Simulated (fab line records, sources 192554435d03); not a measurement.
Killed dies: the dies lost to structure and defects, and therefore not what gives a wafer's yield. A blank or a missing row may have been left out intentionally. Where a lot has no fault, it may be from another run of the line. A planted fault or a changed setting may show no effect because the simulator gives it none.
Comparing a struck lot with a sound one -- flow n5 finfet -- 37 out of 1938 route steps
Sound: wafers L229.1, L229.4, L229.6. Wafers struck: L217.2, L217.3, L217.4. The cause is given at the end.
Per side, at each step with rows, come the tool, then ch with its chambers, and then its first start. Under that, the readings that differ: sound wafers -- struck wafers -- difference of the means -- sigmas: that difference in standard deviations of wafers without a fault.
alike: words and numbers the same on both sides, and readings whose means are apart by under 2 such deviations; not compared: readings that were withheld, readings missing a value for some wafer, numbers with overlapping values and no deviation given by the record, and bounds like >300 which may hide the same value.
A row with sigmas, a row that says differs or no value, or rows on one side alone: a step with any of these is where the two part. Numbers that have no deviation but don't overlap get no sigmas and don't part them. A reading that every wafer of one side lacks parts them only if that side has two wafers or more.

first, 9 steps without rows for these wafers: N5_BEOL_M4_ANNEAL_95 (time 240 s); N5_BEOL_M4_SPUTTER_96 (material Cu, target thk 4.5 nm, time 8.29 s); N5_BEOL_M4_ECD_50 (material Cu, target thk 300 nm); N5_BEOL_M4_ANNEAL_51 (time 90 s); N5_BEOL_M4_CMP_52 (polishes, stops on SiOC, t overpolish 6.8 s, target thk 40 nm); N5_BEOL_M4_PRE_CLEAN_60 (time 15 s); N5_BEOL_M4_CO_CAP_55 (material Co, precursor CCTBA/H2, target thk 2 nm, time 102.1 s); N5_BEOL_M4_PRE_CLEAN_56 (time 15 s); N5_BEOL_M4_DEP_57 (deposits SiCN from 3MS/NH3, target thk 8 nm, time 14 s).
N5_BEOL_M4_RC_MEAS_101:
  sound on prober-02 ch 0, day 11 13:32; struck on prober-01 ch 0, day 8 07:38
  alike: DIBL_N, DIBL_P, IOFF_N, IOFF_P, ION_N, ION_P, SS_N, SS_P, VT_N, VT_P
then, 24 steps without rows for these wafers: N5_BEOL_M5_ILD_DEP_00 (deposits SiCOH lowk from DEMS/porogen, target thk 140.64 nm, time 25.9 s); N5_BEOL_M5_CURE_79 (cures SiCOH lowk, time 240 s); N5_BEOL_M5_PECVD_70 (deposits SiO2 from TEOS/O2, target thk 16 nm, time 18 s); N5_BEOL_M5_HM_DEP_02 (deposits TiN, target thk 20 nm); N5_BEOL_M5_COAT_59 (time 60 s, resist thk 60 nm); N5_BEOL_M5_COAT_60 (time 60 s, resist thk 12 nm); N5_BEOL_M5_COAT_71 (time 60 s, resist thk 5 nm); N5_BEOL_M5_COAT_05 (resist thk 30 nm); N5_BEOL_M5_EBR_07; N5_BEOL_M5_SOFTBAKE_06 (time 60 s); N5_BEOL_M5_EXPOSE_08 (exposes mask M5, target cd 28 nm); N5_BEOL_M5_PEB_09 (peb time 60 s); N5_BEOL_M5_DEVELOP_10 (develop time 30 s); N5_BEOL_M5_DESCUM_16 (chemistry O2, time 7 s); N5_BEOL_M5_ETCH_72 (etches underlayer in N2/H2, target depth 6.5 nm, time 5.2 s); N5_BEOL_M5_ETCH_61 (etches SiARC in CF4, target depth 15.6 nm, time 26 s); N5_BEOL_M5_ETCH_62 (etches SOC in N2/H2, target depth 75 nm, overetch 15 nm, time 112.5 s); N5_BEOL_M5_STRIP_63 (strips in N2/H2); N5_BEOL_M5_STRIP_73 (strips in N2/H2); N5_BEOL_M5_STRIP_64 (strips in CF4); N5_BEOL_M5_HM_OPEN_17 (chemistry Cl2/BCl3, target TiN, target depth 20 nm, overetch 6 nm); N5_BEOL_M5_STRIP_19 (strips in O2); N5_BEOL_M5_COAT_65 (time 60 s, resist thk 60 nm); N5_BEOL_M5_COAT_66 (time 60 s, resist thk 12 nm).
-- record jumps: 3 days separate the struck wafers' starts on either side; left off in module BEOL_M5, taken up again in module BEOL_M13, whose first shown step is the route's number 1706 --
N5_BEOL_M13_SPUTTER_44: material Ta, target thk 10 nm, time 16.13 s.
  sound: pvd sputter-02 at day 14 19:43; struck: pvd sputter-02 at day 11 15:25
  no value came back on the struck wafers for bias v (V), cathode dc power W (W), chamber pressure pa (Pa), throttle valve pct (%); on the sound wafers bias v (V) reads 81.5 79.6 79.5
N5_BEOL_M13_CMP_49: polishes, stops on SiOC, t overpolish 17.1 s, target thk 420 nm.
  sound on cmp-03 ch 0,1, day 14 21:19; struck on cmp-02 ch 0,1,2, day 11 16:07
reading,sound,struck,difference,sigmas
barrier field endpoint s (s),30.9 31.4 31.3,17.3 17.9 17.7,-13.6,-18
  alike: motor current A
N5_PASSIVATION_PROBE_49:
  the record has rows for the struck wafers here (prober-02, day 13 01:56) and none for the sound ones

## WHERE THEY PART
First at N5_BEOL_M13_SPUTTER_44; last, within this record, at N5_PASSIVATION_PROBE_49.

WHY: whatever the simulator had introduced
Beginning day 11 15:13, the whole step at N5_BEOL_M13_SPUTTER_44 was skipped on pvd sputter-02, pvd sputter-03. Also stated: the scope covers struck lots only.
